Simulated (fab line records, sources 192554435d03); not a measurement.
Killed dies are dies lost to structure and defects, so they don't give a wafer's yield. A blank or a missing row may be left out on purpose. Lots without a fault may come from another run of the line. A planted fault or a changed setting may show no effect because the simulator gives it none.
Chamber matching | flow n5_finfet | N5_BEOL_M13_ETCH_59 on rie_diel-04: 3 sister chambers
The step etches BARC in N2/H2, target depth 89 nm, overetch 26.7 nm, time 67.9 s. 6 wafers are shown with their chamber, then 8 later ones without.

WAFERS WITH THEIR CHAMBER
wafer  | chamber | throttle_valve_pct (%) | drypump_motor_current_A (A)
L083.1 | 1       | 18.15                  | 6.2
L083.3 | 2       | 17.98                  | 6.5
L085.4 | 1       | 18.19                  | 6.2
L085.6 | 2       | 18.00                  | 6.5
L089.3 | 3       | 17.95                  | 6.5
L089.5 | 3       | 17.94                  | 6.4

WAFERS WITHOUT THEIR CHAMBER
wafer  | throttle_valve_pct (%) | drypump_motor_current_A (A)
L091.2 | 17.95                  | 6.5
L091.4 | 18.20                  | 6.2
L095.1 | 18.20                  | 6.2
L095.2 | 17.98                  | 6.4
L095.5 | 17.96                  | 6.4
L097.2 | 17.99                  | 6.5
L097.5 | 18.22                  | 6.2
L097.6 | 17.57                  | 6.5

WHICH CHAMBER EACH WENT THROUGH
wafer  | from the rows above     | in truth
L091.2 | can't be placed: 3 or 2 | 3
L091.4 | 1                       | 1
L095.1 | 1                       | 1
L095.2 | can't be placed: 3 or 2 | 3
L095.5 | can't be placed: 3 or 2 | 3
L097.2 | 2                       | 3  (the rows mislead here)
L097.5 | 1                       | 1
L097.6 | 3                       | 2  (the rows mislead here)
Placed correctly: 3 of 8. Can't be placed from these rows: 3 (the true chamber is among the candidates in 3). Placed wrongly: 2.
How it was worked out, from the rows above alone: a wafer's distance from a chamber is the root of the sum, over the readings, of the square of ((its reading less the chamber's mean) divided by the reading's scatter). The wafer belongs to the nearest chamber; if the next one is less than 2 further off, it can't be placed. A chamber's mean is the mean of its shown wafers. The scatter: the root of (the sum of the squares of (reading less its chamber's mean) over the shown wafers, divided by (wafers less chambers)).
